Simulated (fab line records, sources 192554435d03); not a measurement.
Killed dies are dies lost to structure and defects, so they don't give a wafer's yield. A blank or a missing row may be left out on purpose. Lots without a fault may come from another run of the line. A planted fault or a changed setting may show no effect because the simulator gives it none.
Chamber matching | flow n5_finfet | N5_BEOL_M0_CUTY_ETCH_62 on rie_diel-03: 4 sister chambers
The step etches SiARC in CF4, time 58.5 s. 8 wafers are shown with their chamber, then 9 later ones without.

WAFERS WITH THEIR CHAMBER
wafer  | chamber | showerhead_plenum_p_Torr (Torr) | throttle_valve_pct (%)
L078.3 | 2       | 2.11                            | 15.73
L082.4 | 2       | 2.11                            | 15.73
L085.3 | 0       | 2.25                            | 15.48
L085.4 | 1       | 2.19                            | 15.29
L085.5 | 3       | 2.13                            | 15.78
L087.1 | 1       | 2.19                            | 15.31
L087.2 | 0       | 2.25                            | 15.48
L087.3 | 3       | 2.12                            | 15.76

WAFERS WITHOUT THEIR CHAMBER
wafer  | showerhead_plenum_p_Torr (Torr) | throttle_valve_pct (%)
L088.1 | 2.10                            | 15.22
L088.2 | 2.19                            | 15.30
L088.6 | 2.10                            | 15.24
L093.2 | 2.19                            | 15.33
L093.3 | 2.24                            | 15.48
L093.4 | 2.10                            | 15.26
L096.1 | 2.24                            | 15.51
L096.2 | 2.12                            | 15.79
L096.5 | 2.12                            | 15.79

WHICH CHAMBER EACH WENT THROUGH
wafer  | from the rows above | in truth
L088.1 | 1                   | 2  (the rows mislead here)
L088.2 | 1                   | 1
L088.6 | 1                   | 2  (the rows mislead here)
L093.2 | 1                   | 1
L093.3 | 0                   | 0
L093.4 | 1                   | 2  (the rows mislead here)
L096.1 | 0                   | 0
L096.2 | 3                   | 3
L096.5 | 3                   | 3
Placed correctly: 6 of 9. Can't be placed from these rows: 0. Placed wrongly: 3.
How it was worked out, from the rows above alone: a wafer's distance from a chamber is the root of the sum, over the readings, of the square of ((its reading less the chamber's mean) divided by the reading's scatter). The wafer belongs to the nearest chamber; if the next one is less than 2 further off, it can't be placed. A chamber's mean is the mean of its shown wafers. The scatter: the root of (the sum of the squares of (reading less its chamber's mean) over the shown wafers, divided by (wafers less chambers)).
